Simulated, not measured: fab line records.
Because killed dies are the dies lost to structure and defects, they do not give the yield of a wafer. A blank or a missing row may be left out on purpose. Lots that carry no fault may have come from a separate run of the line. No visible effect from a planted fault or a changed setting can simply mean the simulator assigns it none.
fab line records | flow nandHarc
record: lots: 5 | wafers: 15 | lastDay: 24
route steps=1159 shown P_CONTACT@233 P_M0@253 END@1159
lots that met no fault: taken from a fault-free run of the same line
startH: hours from the record's first day to the start of the lot's first wafer shown | waitH: hours since the lot's step before | " identical to the entry in the row above | L1.1+2: one row covering several wafers at once | - value missing, or start not given | * or withheld: withheld | < > ~ a bound
route shown NAME@n: NAME is a module with steps in the file, n the number in the route of the first one | usual: mean/standard deviation of fault-free wafers | same: alike in all rows | chamber/n: place in a boat | sites: readings site by site | _std_site: the values' standard deviation | _edge_site: inner sites' mean taken away from outer sites' mean | radiusMm: for every site, how far away it sits from the centre of the wafer | mask NAME#n: copy n | behind: tool/chamber where the wafer was last shaped | hold: the reason the lot was held/the length of the hold in hours/how it ended | device: which transistor (n, p or np) failed to switch | end of line: tests run on the same wafers once the route is complete | a step with no rows: only its recipe | killed: not the wafer's yield, but the dies lost to structure and defects at the first sort | map: a wafer's dies, x killed, . not, _ none there
set.NAME: the setting as run; set.NAME@STEP: as run at that earlier step | model.NAME: the simulator's own value behind a step, which no gauge read
a table for each step, a row for each wafer; lots at some steps of the route
services: when a tool's chamber went out of use (startH, in hours from the record's first day, below 0 if earlier), for how many hours, and the reason
== steps ==
step: NHARC_P_CONTACT_OVL_MEAS_13
usual: overlayXNm: 0.1/0.94 | overlayYNm: 0.2/0.91
lot.wafer | tool       | chamber | startH | waitH | overlayXNm | overlayYNm
L412.1    | overlay-02 | -       | 120.29 | -     | 0.3        | -1.6
L412.2    | "          | -       | "      | "     | 0.4        | -2.5
L412.4    | "          | -       | "      | "     | 0.0        | -2.3
L416.2    | overlay-02 | -       | 141.89 | -     | -0.5       | 0.1
L416.3    | "          | -       | "      | "     | -0.8       | 0.3
L416.5    | "          | -       | "      | "     | -0.9       | -0.4
L428.1    | overlay-02 | -       | 209.08 | -     | -0.9       | -0.4
L428.2    | "          | -       | "      | "     | -0.5       | 0.1
L428.6    | "          | -       | "      | "     | 0.5        | 0.3
L431.4    | overlay-01 | -       | 222.44 | -     | -0.7       | 0.9
L431.5    | "          | -       | "      | "     | -1.2       | 0.5
L431.6    | "          | -       | "      | "     | -0.7       | 0.6
L430.3    | overlay-01 | -       | 223.06 | -     | -0.8       | 1.0
L430.4    | "          | -       | "      | "     | -0.2       | 1.2
L430.6    | "          | -       | "      | "     | -0.7       | 0.8
step: NHARC_P_CONTACT_INSPECT_14
usual: rawDefectCount: 3.7/2.1
lot.wafer | tool             | chamber | startH | waitH | rawDefectCount
L412.1    | defectInspect-02 | -       | 120.32 | 0.0   | 4
L412.2    | "                | -       | "      | "     | 5
L412.4    | "                | -       | "      | "     | 4
L416.2    | defectInspect-02 | -       | 141.93 | 0.0   | 4
L416.3    | "                | -       | "      | "     | 0
L416.5    | "                | -       | "      | "     | 1
L428.1    | defectInspect-01 | -       | 209.12 | 0.0   | 3
L428.2    | "                | -       | "      | "     | 5
L428.6    | "                | -       | "      | "     | 3
L431.4    | defectInspect-01 | -       | 222.47 | 0.0   | 5
L431.5    | "                | -       | "      | "     | 1
L431.6    | "                | -       | "      | "     | 4
L430.3    | defectInspect-02 | -       | 223.10 | 0.0   | 5
L430.4    | "                | -       | "      | "     | 1
L430.6    | "                | -       | "      | "     | 3
step: NHARC_P_CONTACT_DESCUM_17
recipe: timeS: 3 | o2FlowSccm: 200 | arFlowSccm: 0 | biasPowerW: 0 | chemistry: O2
step: NHARC_P_CONTACT_ETCH_35
recipe: targetDepthA: 390 | overEtchFrac: 0.3 | timeS: 65 | ionEnergyEv: 80 | cf4FlowSccm: 150 | arFlowSccm: 0 | rfW: 300 | biasW: 100 | chemistry: CF4
step: NHARC_P_CONTACT_ETCH_36
recipe: targetDepthA: 2600 | overEtchFrac: 0.25 | timeS: 406.25 | ionEnergyEv: 200 | n2FlowSccm: 150 | h2FlowSccm: 150 | arFlowSccm: 0 | rfW: 400 | biasW: 150 | chemistry: N2/H2
step: NHARC_P_CONTACT_ETCH_18
recipe: targetDepthA: 4810 | timeS: 240.5 | c4f8FlowSccm: 20 | o2FlowSccm: 10 | arFlowSccm: withheld | rfW: 600 | biasW: 1500 | chemistry: C4F8/O2/Ar
usual: biasW: 1500/4.1 | oesProductAu: 0.967/0.015 | rfVppV: 978/6.6
lot.wafer | tool       | chamber | startH | waitH | biasW | oesProductAu | rfHoursCounterH | rfVppV
L412.2    | rieDiel-08 | 3       | -      | -     | 1495  | 0.956        | 15              | 971
L412.1    | "          | 0       | "      | "     | 1505  | 0.965        | 14              | 982
L412.4    | "          | 0       | "      | "     | 1505  | 0.962        | -               | 985
L416.2    | rieDiel-10 | 2       | -      | -     | 1502  | 0.974        | 13              | 976
L416.3    | "          | 3       | "      | "     | 1486  | 0.971        | 13              | 989
L416.5    | "          | 2       | "      | "     | 1500  | 0.985        | -               | 976
L428.2    | rieDiel-08 | 0       | -      | -     | 1502  | 0.955        | 7               | 984
L428.1    | "          | 2       | "      | "     | 1498  | 0.968        | 8               | 969
L428.6    | "          | 0       | "      | "     | 1501  | 0.957        | -               | 984
L431.4    | rieDiel-10 | 0       | -      | -     | 1503  | 0.999        | 6               | 972
L431.6    | "          | 1       | "      | "     | 1501  | 0.992        | -               | 978
L431.5    | "          | 2       | "      | "     | 1498  | 0.966        | -               | 976
L430.4    | rieDiel-02 | 2       | -      | -     | 1501  | 0.966        | 21              | 971
L430.3    | "          | 0       | "      | "     | 1497  | 0.963        | 23              | 968
L430.6    | "          | 3       | "      | "     | 1500  | 0.969        | -               | 981
step: NHARC_P_CONTACT_STRIP_37
recipe: c4f8FlowSccm: withheld | o2FlowSccm: 8 | arFlowSccm: withheld | biasW: 0 | chemistry: C4F8/O2/Ar
step: NHARC_P_CONTACT_ETCH_31
recipe: targetDepthA: 300 | timeS: 85.7 | ionEnergyEv: 120 | overEtchFrac: 1 | ch3fFlowSccm: 50 | o2FlowSccm: 30 | arFlowSccm: 200 | rfW: 500 | biasW: 100 | chemistry: CH3F/O2
usual: biasW: 99.99/0.29 | drypumpMotorCurrentA: 5.6/0.47 | oesProductAu: 0.984/0.011 | rfVppV: 244.0/1.8 | showerheadPlenumPTorr: 2.44/0.12 | throttleValvePct: 20.662/0.0085
lot.wafer | tool       | chamber | startH | waitH | biasW  | drypumpMotorCurrentA | oesProductAu | rfHoursCounterH | rfVppV | showerheadPlenumPTorr | throttleValvePct
L412.2    | rieDiel-08 | 3       | -      | -     | 99.95  | 5.6                  | 0.968        | 15              | 241.9  | 2.32                  | 20.676
L412.1    | "          | 0       | "      | "     | 100.54 | 6.5                  | 0.985        | 14              | 247.3  | 2.56                  | 20.669
L412.4    | "          | 3       | "      | "     | 100.39 | 5.6                  | 0.978        | -               | 242.2  | 2.32                  | 20.662
L416.3    | rieDiel-10 | 1       | -      | -     | 99.89  | 4.9                  | 0.979        | 10              | 243.8  | 2.48                  | 20.655
L416.2    | "          | 2       | "      | "     | 99.86  | 5.8                  | 0.988        | 13              | 243.7  | 2.42                  | 20.656
L416.5    | "          | 0       | "      | "     | 99.79  | 4.9                  | 0.972        | -               | 242.2  | 2.35                  | 20.672
L428.2    | rieDiel-08 | 3       | -      | -     | 99.91  | 5.6                  | 0.982        | 8               | 242.4  | 2.32                  | 20.671
L428.1    | "          | 0       | "      | "     | 100.45 | 6.5                  | 0.976        | 8               | 244.8  | 2.56                  | 20.675
L428.6    | "          | 3       | "      | "     | 100.00 | 5.6                  | 0.979        | -               | 242.6  | 2.32                  | 20.648
L431.4    | rieDiel-10 | 0       | -      | -     | 99.78  | 4.9                  | 1.000        | 6               | 243.1  | 2.34                  | 20.666
L431.6    | "          | 2       | "      | "     | 99.77  | 5.8                  | 0.984        | -               | 244.1  | 2.42                  | 20.664
L431.5    | "          | 3       | "      | "     | 99.84  | 6.0                  | 0.986        | -               | 247.0  | 2.63                  | 20.659
L430.4    | rieDiel-02 | 2       | -      | -     | 100.04 | 5.8                  | 0.998        | 22              | 242.5  | 2.32                  | 20.671
L430.3    | "          | 3       | "      | "     | 99.69  | 5.6                  | 0.990        | 22              | 245.5  | 2.49                  | 20.665
L430.6    | "          | 1       | "      | "     | 100.31 | 6.0                  | 0.979        | -               | 244.1  | 2.44                  | 20.660
step: NHARC_P_CONTACT_CD_MEAS_19
usual: cdNm: 89.4/1.6
lot.wafer | tool     | chamber | startH | waitH | cdNm
L412.1    | cdSem-01 | -       | 121.40 | -     | 88.8
L412.2    | "        | -       | "      | "     | 89.1
L412.4    | "        | -       | "      | "     | 90.1
L416.2    | cdSem-03 | -       | 143.01 | -     | 87.9
L416.3    | "        | -       | "      | "     | 86.2
L416.5    | "        | -       | "      | "     | 90.0
L428.1    | cdSem-03 | -       | 210.05 | -     | 87.8
L428.2    | "        | -       | "      | "     | 92.1
L428.6    | "        | -       | "      | "     | 90.2
L431.4    | cdSem-02 | -       | 223.41 | -     | 89.1
L431.5    | "        | -       | "      | "     | 89.8
L431.6    | "        | -       | "      | "     | 89.5
L430.3    | cdSem-02 | -       | 224.70 | -     | 89.4
L430.4    | "        | -       | "      | "     | 92.8
L430.6    | "        | -       | "      | "     | 90.1
step: NHARC_P_CONTACT_STRIP_28
recipe: o2FlowSccm: 500 | arFlowSccm: 0 | biasW: 0 | chemistry: O2
step: NHARC_P_CONTACT_STRIP_29
recipe: timeS: 1200 | tempC: 72.5 | chemistry: postEtchResidueRemover
step: NHARC_P_CONTACT_DEGAS_38
recipe: tempC: 300 | timeS: 60
usual: heaterPowerW: 489/60
lot.wafer | tool          | chamber | startH | waitH | heaterPowerW
L412.2    | pvdSputter-02 | -       | 122.15 | -     | 419
L412.4    | "             | -       | "      | "     | 517
L412.1    | "             | -       | "      | "     | 520
L416.3    | pvdSputter-03 | -       | 143.72 | -     | 515
L416.2    | "             | -       | "      | "     | 616
L416.5    | "             | -       | "      | "     | 453
L428.2    | pvdSputter-02 | -       | 210.77 | -     | 496
L428.1    | "             | -       | "      | "     | 529
L428.6    | "             | -       | "      | "     | 503
L431.4    | pvdSputter-01 | -       | 224.16 | -     | 540
L431.6    | "             | -       | "      | "     | 472
L431.5    | "             | -       | "      | "     | 544
L430.3    | pvdSputter-03 | -       | 225.40 | -     | 459
L430.4    | "             | -       | "      | "     | 518
L430.6    | "             | -       | "      | "     | 628
step: NHARC_P_CONTACT_PRE_CLEAN_39
recipe: timeS: 19.5 | biasV: 250 | gas: Ar
lot.wafer  | tool          | chamber | startH | waitH
L412.1+2+4 | pvdSputter-02 | -       | 122.21 | -
L416.2+3+5 | pvdSputter-03 | -       | 143.80 | -
L428.2+1+6 | pvdSputter-02 | -       | 210.83 | -
L431.4+5+6 | pvdSputter-01 | -       | 224.29 | -
L430.3+4+6 | pvdSputter-03 | -       | 225.47 | -
step: NHARC_P_CONTACT_PVD_32
recipe: targetThkA: 50 | chamberPressurePa: 5 | powerW: 5000 | substrateTempC: 200 | timeS: 17.7 | material: Ti
step: NHARC_P_CONTACT_ALD_22
recipe: targetThkA: 30 | pulseTimeS: 1 | aldCycles: 150 | tempC: 450 | material: TiN
step: NHARC_P_CONTACT_CVD_23
recipe: targetThkA: 2000 | tempC: 300 | pressureTorr: 40 | wf6FlowSccm: 40 | h2FlowSccm: 1600 | arFlowSccm: 1560 | timeS: 557 | material: W
step: NHARC_P_CONTACT_CMP_24
recipe: tOverpolishS: 30 | targetThkNm: 200
usual: motorCurrentA: 12.3/0.93 | overpolishRunS: 29.999/0.0087 | slurryFilterDpKPa: 13.47/0.15 | timeToEndpointS: 39/3.4
lot.wafer | tool   | chamber | startH | waitH | motorCurrentA | overpolishRunS | slurryFilterDpKPa | timeToEndpointS
L412.2    | cmp-04 | 3       | 129.23 | 0.5   | 10.7          | 29.993         | 13.55             | 36
L412.4    | "      | 0       | "      | "     | 11.5          | 29.998         | 13.46             | 41
L412.1    | "      | 1       | "      | "     | 13.8          | 30.010         | 13.35             | 36
L416.2    | cmp-04 | 2       | 146.18 | 0.5   | 12.3          | 30.006         | 13.39             | 37
L416.3    | "      | 1       | "      | "     | 13.9          | 29.999         | 13.62             | 36
L416.5    | "      | 2       | "      | "     | 12.5          | 30.001         | 13.41             | 40
L428.1    | cmp-04 | 3       | 217.02 | 0.5   | 11.0          | 29.993         | 13.40             | 36
L428.2    | "      | 1       | "      | "     | 13.7          | 30.007         | 13.30             | 42
L428.6    | "      | 3       | "      | "     | 11.4          | 29.994         | 13.71             | 36
L431.4    | cmp-02 | 3       | 227.86 | 0.3   | 11.5          | 29.997         | 13.25             | 43
L431.6    | "      | 2       | "      | "     | 11.6          | 29.991         | 13.50             | 42
L431.5    | "      | 3       | "      | "     | 11.8          | 29.997         | 13.57             | 43
L430.4    | cmp-01 | 3       | 229.19 | 0.4   | 12.9          | 29.996         | 13.30             | 42
L430.3    | "      | 0       | "      | "     | 11.9          | 29.989         | 13.27             | 44
L430.6    | "      | 2       | "      | "     | 12.9          | 29.989         | 13.72             | 40
step: NHARC_P_CONTACT_SRD_26
step: NHARC_P_M0_DEP_00
recipe: targetThkA: 1500 | targetThkNm: 150 | tempC: withheld | pressureTorr: 5 | flowSccm: 200 | rfW: 600 | material: SiOC
step: NHARC_P_M0_DEHYDRATE_01
recipe: tempC: 150 | timeS: 120
step: NHARC_P_M0_HMDS_02
recipe: timeS: 30
step: NHARC_P_M0_COAT_33
recipe: tempC: 200 | timeS: 65
step: NHARC_P_M0_COAT_03
recipe: spinRpm: 1500 | resistThkNm: 90
step: NHARC_P_M0_SOFTBAKE_04
recipe: tempC: 105 | timeS: 55
step: NHARC_P_M0_EBR_05
step: NHARC_P_M0_EXPOSE_06
recipe: na: 1.35 | targetCdNm: 90 | doseMj: 81.28 | maskId: P_M0
step: NHARC_P_M0_PEB_07
recipe: pebTempC: 100 | pebTimeS: 65
step: NHARC_P_M0_DEVELOP_08
recipe: developTimeS: 35 | devTempC: 23
step: NHARC_P_M0_CD_MEAS_09
recipe: targetCdNm: 90 | landingEnergyEv: 500
usual: cdNm: 90.3/0.6
lot.wafer | tool     | chamber | startH | waitH | cdNm
L412.1    | cdSem-01 | 0       | 130.53 | -     | 89.9
L412.2    | "        | 0       | "      | "     | 90.0
L412.4    | "        | 0       | "      | "     | 90.4
L416.2    | cdSem-01 | 0       | 147.36 | -     | 91.1
L416.3    | "        | 0       | "      | "     | 89.4
L416.5    | "        | 0       | "      | "     | 90.0
L428.1    | cdSem-02 | 0       | 218.47 | -     | 91.0
L428.2    | "        | 0       | "      | "     | 90.9
L428.6    | "        | 0       | "      | "     | 90.4
L431.4    | cdSem-03 | 0       | 229.15 | -     | 91.3
L431.5    | "        | 0       | "      | "     | 90.0
L431.6    | "        | 0       | "      | "     | 90.1
L430.3    | cdSem-03 | 0       | 230.45 | -     | 90.1
L430.4    | "        | 0       | "      | "     | 90.7
L430.6    | "        | 0       | "      | "     | 91.2
step: NHARC_P_M0_OVL_MEAS_10
recipe: pitchNm: 180
usual: overlayXNm: 0.0/1 | overlayYNm: 0.1/0.88
lot.wafer | tool       | chamber | startH | waitH | overlayXNm | overlayYNm
L412.1    | overlay-01 | -       | 130.63 | -     | -1.7       | 0.6
L412.2    | "          | -       | "      | "     | -1.3       | 0.3
L412.4    | "          | -       | "      | "     | -1.5       | 1.1
L416.2    | overlay-02 | -       | 147.45 | -     | -0.7       | 1.3
L416.3    | "          | -       | "      | "     | -1.0       | 1.4
L416.5    | "          | -       | "      | "     | -0.7       | 0.8
L428.1    | overlay-02 | -       | 218.56 | -     | -0.7       | -1.0
L428.2    | "          | -       | "      | "     | -0.5       | -0.8
L428.6    | "          | -       | "      | "     | -1.0       | -1.4
L431.4    | overlay-02 | -       | 229.24 | -     | 0.8        | 0.0
L431.5    | "          | -       | "      | "     | 0.0        | 0.4
L431.6    | "          | -       | "      | "     | 0.5        | 0.2
L430.3    | overlay-01 | -       | 230.54 | -     | -0.7       | -0.1
L430.4    | "          | -       | "      | "     | -1.6       | 0.2
L430.6    | "          | -       | "      | "     | -0.9       | 0.2
step: NHARC_P_M0_DESCUM_14
recipe: timeS: 3 | o2FlowSccm: 200 | arFlowSccm: 0 | biasPowerW: 0 | chemistry: O2
step: NHARC_P_M0_ETCH_34
recipe: targetDepthA: 400 | overetchA: 120 | timeS: 43.94 | ionEnergyEv: 200 | n2FlowSccm: 150 | h2FlowSccm: 150 | arFlowSccm: 0 | rfW: 400 | biasW: 150 | chemistry: N2/H2
usual: biasW: 150.0/0.42 | drypumpMotorCurrentA: 5.7/0.47 | oesProductAu: 0.998/0.0091 | rfVppV: 431.6/2.9 | showerheadPlenumPTorr: 2.08/0.1 | throttleValvePct: 14.170/0.0095
lot.wafer | tool       | chamber | startH | waitH | biasW | drypumpMotorCurrentA | oesProductAu | rfHoursCounterH | rfVppV | showerheadPlenumPTorr | throttleValvePct
L412.4    | rieDiel-06 | 1       | 130.81 | 0.1   | 150.2 | 5.6                  | 0.997        | 2               | 427.9  | 1.93                  | 14.179
L412.1    | "          | 3       | "      | "     | 150.0 | 5.7                  | 1.004        | 3               | 432.2  | 2.10                  | 14.157
L412.2    | "          | 0       | "      | "     | 150.9 | 5.4                  | 0.985        | 2               | 426.8  | 1.91                  | 14.171
L416.2    | rieDiel-13 | 2       | 147.64 | 0.1   | 150.0 | 6.3                  | 1.006        | 3               | 435.4  | 2.20                  | 14.169
L416.3    | "          | 3       | "      | "     | 149.7 | 5.8                  | 0.992        | 4               | 432.8  | 2.09                  | 14.175
L416.5    | "          | 2       | "      | "     | 150.2 | 6.3                  | 1.008        | -               | 434.7  | 2.20                  | 14.161
L428.2    | rieDiel-13 | 1       | 218.74 | 0.1   | 149.9 | 5.9                  | 0.987        | 10              | 430.2  | 2.03                  | 14.176
L428.1    | "          | 2       | "      | "     | 150.0 | 6.3                  | 1.010        | 10              | 434.5  | 2.20                  | 14.147
L428.6    | "          | 1       | "      | "     | 150.8 | 5.9                  | 0.997        | -               | 431.7  | 2.03                  | 14.162
L431.4    | rieDiel-13 | 0       | 229.43 | 0.1   | 150.1 | 4.7                  | 1.003        | 11              | 429.4  | 2.02                  | 14.158
L431.5    | "          | 3       | "      | "     | 150.6 | 5.8                  | 0.987        | -               | 431.9  | 2.09                  | 14.168
L431.6    | "          | 0       | "      | "     | 150.1 | 4.7                  | 0.996        | -               | 429.8  | 2.02                  | 14.157
L430.4    | rieDiel-09 | 3       | 230.74 | 0.1   | 149.8 | 5.7                  | 0.994        | 13              | 434.7  | 2.21                  | 14.174
L430.3    | "          | 1       | "      | "     | 149.8 | 6.0                  | 1.001        | 12              | 433.9  | 2.14                  | 14.181
L430.6    | "          | 2       | "      | "     | 150.3 | 6.0                  | 0.978        | -               | 435.8  | 2.19                  | 14.174
step: NHARC_P_M0_ETCH_15
recipe: targetDepthA: 1500 | overetchA: 150 | timeS: 82.5 | c4f8FlowSccm: withheld | arFlowSccm: 400 | rfW: 600 | biasW: 300 | chemistry: C4F8/Ar
step: NHARC_P_M0_CD_MEAS_16
usual: cdNm: 90.4/0.81
lot.wafer | tool     | chamber | startH | waitH | cdNm
L412.1    | cdSem-03 | -       | 131.02 | -     | 90.4
L412.2    | "        | -       | "      | "     | 91.2
L412.4    | "        | -       | "      | "     | 90.6
L416.2    | cdSem-02 | -       | 147.85 | -     | 91.4
L416.3    | "        | -       | "      | "     | 88.5
L416.5    | "        | -       | "      | "     | 90.1
L428.1    | cdSem-03 | -       | 218.95 | -     | 91.9
L428.2    | "        | -       | "      | "     | 91.6
L428.6    | "        | -       | "      | "     | 89.6
L431.4    | cdSem-03 | -       | 229.65 | -     | 92.7
L431.5    | "        | -       | "      | "     | 90.0
L431.6    | "        | -       | "      | "     | 91.0
L430.3    | cdSem-01 | -       | 230.96 | -     | 89.7
L430.4    | "        | -       | "      | "     | 91.2
L430.6    | "        | -       | "      | "     | 89.9
step: NHARC_P_M0_STRIP_18
recipe: powerW: 1000 | n2FlowSccm: 150 | h2FlowSccm: 150 | arFlowSccm: 0 | biasW: 0 | chemistry: N2/H2
step: NHARC_P_M0_STRIP_19
recipe: timeS: 600 | tempC: 30 | chemistry: postEtchResidueRemover
step: NHARC_P_M0_DEGAS_28
recipe: tempC: 250 | timeS: 60
step: NHARC_P_M0_PRE_CLEAN_29
recipe: timeS: 30 | tempC: 280 | gas: H2/He
step: NHARC_P_M0_PVD_20
recipe: targetThkA: 50 | biasV: 168.6 | powerW: 15000 | chamberPressurePa: 0.12 | timeS: 8.06 | substrateTempC: 50 | material: TaN
step: NHARC_END_SORT_01
recipe: tempC: 25
usual: killedAtArray: 29/11 | killedAtOther: 0.7/1.1 | killedAtPeriphery: 3.1/2 | killedDies: 33/11 | killedOpen: 3.5/1.8 | killedShort: 2.0/1.4
same: grossDies: 677
lot.wafer | tool      | chamber | startH | waitH | killedAtArray | killedAtOther | killedAtPeriphery | killedDies | killedOpen | killedShort
L428.1    | prober-01 | 0       | 554.44 | 2.5   | 35            | 0             | 41                | 76         | 5          | 1
killed by level:class
L428.1 P_CONTACT:unspecified=40 A_CHANNEL_HOLE_D1:chamberFilmFlake=12 A_SLIT:chamberFilmFlake=10 A_STAIRCASE:chamberFilmFlake=6 A_ONON_D1:geometricParticle:open=3 A_CONTACT:geometricParticle:open=2 A_CHANNEL_HOLE_D1:geometricParticle:short=1 P_ZERO_WELL:chamberFilmFlake=1
map L428.1 (x killed, . not)
____________x____________
_________.xxxxxx_________
_______....xxxxxxx_______
______.....xxxxxxx.______
_____..x...xxxxxxxxx_____
____........xxxxxx.xx____
____........xxx.xx..x____
___.........x.x.....xx___
___.............xx....___
__............x...x....__
__.....................__
_...................x..._
_......................._
_......................._
_......................._
_......................._
.........................
.........................
.........................
.........x...............
.........................
_......................._
_..............x........_
_......................._
_..........x............_
_........x....x........._
__...........x..x......__
__..........x..xx......__
___.........x.x.xx....___
___............x...x..___
____.........xx......____
____.................____
_____...........x..._____
______.........xx..______
_______........x.._______
_________......._________
____________.____________
map L412.1 (x killed, . not)
____________.____________
_________......._________
_______..........._______
______.x...........______
_____..............._____
____.................____
____.................____
___...................___
___...................___
__.....................__
__.x...................__
_......................._
_....x.................._
_x..xxx................._
_...x..................._
_.....x................._
....x....................
...x.x...................
.........................
.x.......................
.........................
_......................._
_...x..................._
_....................x.._
_......................._
_x......x..............._
__.....................__
__....xxx..............__
___...................___
___..................x___
____.................____
____......x..........____
_____..............._____
______.............______
_______..........._______
_________...xx.._________
____________.____________
== services ==
tool          | chamber | startH | hours | kind
rieDiel-13    | -       | 99.00  | 9.0   | pm
pvdSputter-03 | -       | 102.00 | 10.0  | pm
rieDiel-09    | -       | 104.69 | 1.1   | repair
rieDiel-06    | -       | 105.20 | 0.6   | repair
cmp-04        | -       | 110.49 | 4.0   | pm
cmp-02        | -       | 112.48 | 1.1   | repair
rieDiel-08    | 1       | 113.04 | 8.9   | repair
rieDiel-09    | -       | 113.08 | 0.1   | repair
rieDiel-09    | -       | 120.78 | 0.4   | repair
rieDiel-08    | -       | 124.80 | 9.0   | pm
rieDiel-09    | 2       | 125.33 | 5.5   | repair
rieDiel-02    | 0       | 129.22 | 26.0  | repair
cmp-02        | -       | 131.34 | 1.6   | repair
rieDiel-09    | 1       | 146.66 | 6.3   | repair
rieDiel-06    | 1       | 148.64 | 8.7   | repair
rieDiel-02    | -       | 150.76 | 9.0   | pm
pvdSputter-01 | -       | 158.05 | 10.0  | pm
rieDiel-10    | -       | 176.50 | 9.0   | pm
pvdSputter-03 | -       | 178.15 | 4.8   | repair
cmp-04        | -       | 208.49 | 4.0   | pm
pvdSputter-02 | -       | 214.00 | 10.0  | pm
rieDiel-08    | 2       | 222.42 | 3.2   | repair
rieDiel-08    | 3       | 226.48 | 5.6   | repair
pvdSputter-02 | -       | 229.43 | 5.2   | repair
== key ==
firstSign: step: NHARC_END_SORT_01 | reading: killedAtPeriphery | direction: up | sigmas: 19 | usual: 3.1 | struck: 41
effect: step: NHARC_END_SORT_01 | reading: killedDies | direction: up | sigmas: 4.1 | usual: 33 | struck: 76
moreKillsBornAt: NHARC_P_CONTACT_PRE_CLEAN_39@pvdSputter-02: 40
metAt NHARC_P_CONTACT_PRE_CLEAN_39
struckWafers L428.1
testerLeftOut L428
loopTrim: step: NHARC_P_CONTACT_EXPOSE_09 | setting: dose | lots: L428
onsetBetween 122.21 210.83
fault: kind: chamberParticleSource | tool: pvdSputter-02 | chamber: - | onsetH: 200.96 | steps: NHARC_P_CONTACT_PRE_CLEAN_39 | ratePerVisitCm2: 0.53298 | endH: 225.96 | scope: struckWafersOnly
testerLeftOut: of these lots the tester's yield and bins aren't shown, on N5 and GAA mostly nor the transistor test; their killed dies are dies lost to structure and defects alone, not to doping, threshold or leakage, so they don't give the yield
loopTrim: a control loop set the setting to another value than it would have without faults
